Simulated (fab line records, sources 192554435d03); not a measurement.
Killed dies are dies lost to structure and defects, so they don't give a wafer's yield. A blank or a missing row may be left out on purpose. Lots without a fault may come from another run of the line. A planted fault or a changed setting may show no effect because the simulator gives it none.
One fault seen from 2 desks | flow n5_finfet | each desk has only its own numbers; what lay behind them comes last

THE TOOL OWNER'S DESK: rie_diel-05
The tool's own readings at N5_BEOL_M14_TRENCH_ETCH_34 (etches SiO2 in C4F8/O2/Ar, target depth 556.65 nm, time 126.9 s): means of the sampled wafers that have a number, for each lot that ran on this tool. A lot is out of limits, marked OUT, if its mean lies more than 4 standard deviations from the usual mean; the brackets give that distance.
Columns: A = drypump_motor_current_A at N5_BEOL_M14_TRENCH_ETCH_34, usual 5.9 A; B = oes_product_au at N5_BEOL_M14_TRENCH_ETCH_34, usual 0.80 a.u.; C = rf_vpp_V at N5_BEOL_M14_TRENCH_ETCH_34, usual 2230 V; D = showerhead_plenum_p_Torr at N5_BEOL_M14_TRENCH_ETCH_34, usual 3.47 Torr; E = throttle_valve_pct at N5_BEOL_M14_TRENCH_ETCH_34, usual 30.82 %
lot  | first seen here | A   | B    | C    | D    | E
L892 | day 12 10:43    | 6.0 | 0.88 | 2239 | 3.60 | 30.87
L896 | day 13 23:43    | 5.7 | 0.79 | 2228 | 3.40 | 30.87
L899 | day 15 13:18    | 5.7 | 0.79 | 2248 | 3.59 | 30.82
This desk's finding: nothing out of limits on any of the 3 lots.

THE METROLOGY DESK
What the gauges read, lot by lot, whatever tool the lot ran on: means of the sampled wafers that have a number. A lot is out of limits, marked OUT, if its mean lies more than 4 standard deviations from the usual mean; the brackets give that distance. Of its 26 readings 7 are shown: the one that was out of limits first, and those that lie furthest out on some lot.
Columns: A = trench_depth_nm at N5_BEOL_M14_OCD_MEAS_35, usual 558 nm; B = M14_THK at N5_BEOL_M14_THK_MEAS_50, usual 554 nm; C = M14_RS at N5_BEOL_M14_RS_MEAS_54, usual 0.0332 ohm/sq; D = SERP_M10 at N5_BEOL_M15_RC_MEAS_101, usual 3.06 ohm/um; E = SERP_M14 at N5_BEOL_M15_RC_MEAS_101, usual 0.1600 ohm/um; F = SERP_M14_max_site at N5_BEOL_M15_RC_MEAS_101, usual 0.1619 ohm/um; G = SERP_M6 at N5_BEOL_M15_RC_MEAS_101, usual 14.0 ohm/um
lot  | first seen here | A             | B             | C                 | D    | E                 | F                 | G
L890 | day 11 20:18    | 563           | 562           | 0.0328            | 3.04 | 0.1590            | 0.1608            | 13.1
L892 | day 12 09:21    | 559           | 565           | 0.0329            | 3.10 | 0.1591            | 0.1609            | 13.6
L896 | day 13 22:22    | 556           | 554           | 0.0333            | 3.14 | 0.1598            | 0.1618            | 14.2
L899 | day 15 11:52    | 646 (+11) OUT | 641 (+11) OUT | 0.0297 (-7.4) OUT | 3.06 | 0.1419 (-6.2) OUT | 0.1426 (-6.7) OUT | 14.3
L903 | day 16 03:22    | 559           | 552           | 0.0332            | 3.06 | 0.1603            | 0.1624            | 14.2
L906 | day 16 03:35    | 558           | 549           | 0.0332            | 2.96 | 0.1599            | 0.1615            | 14.0
L908 | day 17 09:00    | 557           | 551           | 0.0332            | 3.00 | 0.1586            | 0.1611            | 13.3
This desk's finding: out of limits on L899; first on L899, day 15 13:28 (trench_depth_nm at N5_BEOL_M14_OCD_MEAS_35). In limits: L890, L892, L896, L903, L906, L908.

PUT TOGETHER
The metrology desk could have raised an alarm at day 15 13:28, on L899.
The tool owner's desk saw nothing out of limits.
The tool owner's desk has L899 on record, within its limits.
Of the lots named, all ran N5_BEOL_M14_TRENCH_ETCH_34 on rie_diel-05.

WHAT THE SIMULATOR HAD PUT IN
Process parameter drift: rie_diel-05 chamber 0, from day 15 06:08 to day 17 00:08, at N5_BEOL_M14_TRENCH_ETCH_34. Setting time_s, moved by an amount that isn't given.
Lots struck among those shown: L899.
Hours from the fault's start to each desk's first reading out of limits: the metrology desk, 7.
